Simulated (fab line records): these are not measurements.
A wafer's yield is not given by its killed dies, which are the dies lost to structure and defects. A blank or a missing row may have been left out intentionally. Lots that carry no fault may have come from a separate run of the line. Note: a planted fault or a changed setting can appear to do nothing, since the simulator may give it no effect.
Lot-split experiment + flow n5-finfet + 7 lots, 21 wafers read, on a route of 1938 steps

## THE SPLIT
At N5_MOL_CONTACT_COAG_PECVD_31 (deposits SiO2 from TEOS/O2, target thk 46 nm, time 8.9 s), the setting temp-c was moved away from the recipe's 400 C on 9 of the 21 wafers read, by -4.0% to +2.7%. All remaining wafers had this setting at the recipe value.

## FROM THE SPLIT TO THE READING: what the file shows between them, 6 steps
- N5_MOL_CONTACT_COAG_EXPOSE_81: exposes mask VG, defocus 0 nm (also split here: dose-mj)
- N5_MOL_CONTACT_COAG_PEB_82: peb time 60 s
- N5_MOL_CONTACT_COAG_DEVELOP_83: develop time 30 s
- N5_MOL_CONTACT_COAG_CD_MEAS_84: target cd 25.1 nm
- N5_MOL_CONTACT_COAG_ETCHBACK_135: etches SiO2 in CHF3, target depth 25 nm, time 16.7 s
- N5_MOL_CONTACT_COAG_STRIP_118: strips in CHF3

## THE READING
etch.depth-nm (the simulator's own value, which no gauge read), in nm, at N5_MOL_CONTACT_COAG_VIA_ETCH_46 (etches SiO2 in C4F6/O2, target depth 46 nm, overetch 9.2 nm, time 40 s). No usual value for it is given in the file. Average 45.86 nm, standard deviation 0.47 nm, over the 12 wafers here run with the recipe.

| wafer  | tool, chamber at the split | temp-c as run, C | against the recipe | etch.depth-nm, nm | against lot-mates on the recipe |
|--------|----------------------------|------------------|--------------------|-------------------|---------------------------------|
| L074.1 | pecvd-01, 0                | 410.6            | +2.6%              | 41.82             | -4.62                           |
| L074.5 | pecvd-01, 0                | 400              | recipe             | 46.68             | -                               |
| L074.6 | pecvd-01, 2                | 400              | recipe             | 46.21             | -                               |
| L075.3 | pecvd-01, 2                | 400              | recipe             | 45.4              | -                               |
| L075.4 | pecvd-01, 1                | 410.8            | +2.7%              | 42.2              | -3.20                           |
| L075.5 | pecvd-01, 1                | 410.8            | +2.7%              | 41.6              | -3.80                           |
| L080.1 | pecvd-02, 2                | 400              | recipe             | 46.61             | -                               |
| L080.2 | pecvd-02, 1                | 407.9            | +2.0%              | 44.61             | -2.00                           |
| L080.3 | pecvd-02, 0                | 407.9            | +2.0%              | 44.39             | -2.22                           |
| L084.2 | pecvd-01, 0                | 400              | recipe             | 45.25             | -                               |
| L084.3 | pecvd-01, 2                | 400              | recipe             | 45.34             | -                               |
| L084.5 | pecvd-01, 0                | 400              | recipe             | 46.24             | -                               |
| L089.2 | pecvd-03, 1                | 384              | -4.0%              | 50.06             | +4.50                           |
| L089.5 | pecvd-03, 1                | 400              | recipe             | 45.68             | -                               |
| L089.6 | pecvd-03, 0                | 400              | recipe             | 45.45             | -                               |
| L091.4 | pecvd-03, 0                | 400              | recipe             | 45.89             | -                               |
| L091.5 | pecvd-03, 1                | 389.4            | -2.7%              | 49.49             | +3.60                           |
| L091.6 | pecvd-03, 2                | 389.4            | -2.7%              | 48.97             | +3.08                           |
| L095.3 | pecvd-02, 1                | 400              | recipe             | 45.57             | -                               |
| L095.4 | pecvd-02, 1                | 389              | -2.7%              | 50.09             | +4.31                           |
| L095.5 | pecvd-02, 2                | 400              | recipe             | 46                | -                               |

FIT RESULTS
A straight line over all 21 wafers: etch.depth-nm changes by -1.25 nm for each +1% of temp-c; r = -0.96; the points scatter about the line by 0.65 nm.
The same after taking each lot's own level away (the mean of its wafers on the recipe; 21 wafers): -1.3 nm for each +1%; r = -0.98; scatter 0.46 nm.
That fit puts the effect of the largest move of temp-c on the reading at 5.2 nm.
Measured against the standard deviation above, the lots' own levels, which go from 45.400 to 46.610 nm, span 2.6 times it.
So the lot-to-lot level changes the slope little: the two slopes agree.
Check: for one of the wafers moved furthest among these (-4.0%), held out of the fit, the line's prediction against its lot-mates is +5.45 nm. Against them it came out at +4.5 nm.

## FURTHER SPLITS ON THESE WAFERS
Note: prior to the reading, these wafers also went through further splits. Each is held against what the fit with the lots' levels taken away leaves over:
| other split on the same wafers        | wafers away from the commonest value | r with etch.depth-nm (lot level and that fit taken away) |
|---------------------------------------|--------------------------------------|----------------------------------------------------------|
| N5_SDB_COAT_03 spin-rpm               | 9                                    | -0.16                                                    |
| N5_HKMG_FIN_ETCH_54 source-w          | 7                                    | -0.24                                                    |
| N5_HKMG_FIN_ETCH_58 source-w          | 7                                    | -0.04                                                    |
| N5_MOL_CONTACT_COAG_ETCH_15 source-w  | 7                                    | +0.20                                                    |
| N5_MOL_CONTACT_COAG_EXPOSE_81 dose-mj | 7                                    | -0.04                                                    |

## THE WHOLE CHAIN: every reading that the file lists as answering this split, in the file's order
| step                            | what it does                                                           | reading                                                                                   | change (the file's fit)              | r (the file's) |
|---------------------------------|------------------------------------------------------------------------|-------------------------------------------------------------------------------------------|--------------------------------------|----------------|
| N5_MOL_CONTACT_COAG_PECVD_31    | deposits SiO2 from TEOS/O2, target thk 46 nm, time 8.9 s               | SiO2_of_MOL_CONTACT_COAG_PECVD_31.thk-nm (the simulator's own value, which no gauge read) | -1.32 nm for each +1% of the setting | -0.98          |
| N5_MOL_CONTACT_COAG_VIA_ETCH_46 | etches SiO2 in C4F6/O2, target depth 46 nm, overetch 9.2 nm, time 40 s | etch.depth-nm (the simulator's own value, which no gauge read)                            | -1.32 nm for each +1% of the setting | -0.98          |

## FILE'S OWN FIT
etch.depth-nm changes by -1.32 nm for each +1% of temp-c, r = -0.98.
